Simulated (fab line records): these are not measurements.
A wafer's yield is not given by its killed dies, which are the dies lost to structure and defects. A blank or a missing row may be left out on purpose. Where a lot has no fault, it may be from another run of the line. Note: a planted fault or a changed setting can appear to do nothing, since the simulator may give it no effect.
A single fault, viewed from 3 desks	flow n5-finfet	only its own numbers are on each desk; what lay behind them is given at the end

## METROLOGY DESK
What the gauges read for every lot (on any tool): the sampled wafers with a number, averaged. Any lot whose mean is over 4 standard deviations away from the usual mean is out of limits and marked OUT; that distance is given in the brackets.
Columns: A = M15_OVL at N5_BEOL_M15_OVL_MEAS_29, usual 4 nm
lot	first seen here	A
L787	day 12 06:00	3
L788	day 12 09:33	1
L789	day 12 17:36	5
L793	day 13 17:45	5
L795	day 14 10:33	-5
L796	day 14 16:40	8
L801	day 16 01:45	8
L804	day 16 06:25	11
L807	day 17 05:54	3
L806	day 17 21:06	-2
L808	day 18 14:07	1
Finding of this desk: none of the 11 lots has anything out of limits.

## THE DEFECT DESK
Per lot, the means of the sampled wafers with a number show what the inspections along the route counted. Any lot whose mean is over 4 standard deviations away from the usual mean is out of limits and marked OUT; that distance is given in the brackets.
Columns: A = raw-defect-count at N5_BEOL_M15_INSPECT_55, usual 75
lot	first seen here	A
L787	day 12 09:23	121
L788	day 12 15:01	81
L789	day 12 22:13	33
L793	day 13 22:31	84
L795	day 14 13:26	65
L796	day 14 19:02	60
L801	day 16 05:19	51
L804	day 16 09:26	49
L807	day 17 09:15	52
L806	day 18 00:26	50
L808	day 18 18:54	78
Finding of this desk: none of the 11 lots has anything out of limits.

## TOOL OWNER'S DESK, pvd-sputter-02
The tool's own readings at N5_BEOL_M15_SPUTTER_43 (material TaN, target thk 15 nm, time 24.19 s): means of the sampled wafers that have a number, for each lot that ran on this tool. Any lot whose mean is over 4 standard deviations away from the usual mean is out of limits and marked OUT; that distance is given in the brackets.
Columns: A = bias-v at N5_BEOL_M15_SPUTTER_43, usual 168.4 V; B = throttle-valve-pct at N5_BEOL_M15_SPUTTER_43, usual 29.9 %
lot	first seen here	A	B
L789	day 12 20:56	169.0	30.5
L793	day 13 21:14	168.4	29.8
L796	day 14 17:44	170.3	30.2
L807	day 17 07:52	167.9	30.6
L808	day 18 17:36	169.1	30.7
Finding of this desk: none of the 5 lots has anything out of limits.

## ALL TOGETHER
Nothing out of limits was seen by the metrology desk.
Nothing the defect desk looked at was out of limits.
The tool owner's desk saw nothing out of limits.

## WHAT THE SIMULATOR HAD PUT IN
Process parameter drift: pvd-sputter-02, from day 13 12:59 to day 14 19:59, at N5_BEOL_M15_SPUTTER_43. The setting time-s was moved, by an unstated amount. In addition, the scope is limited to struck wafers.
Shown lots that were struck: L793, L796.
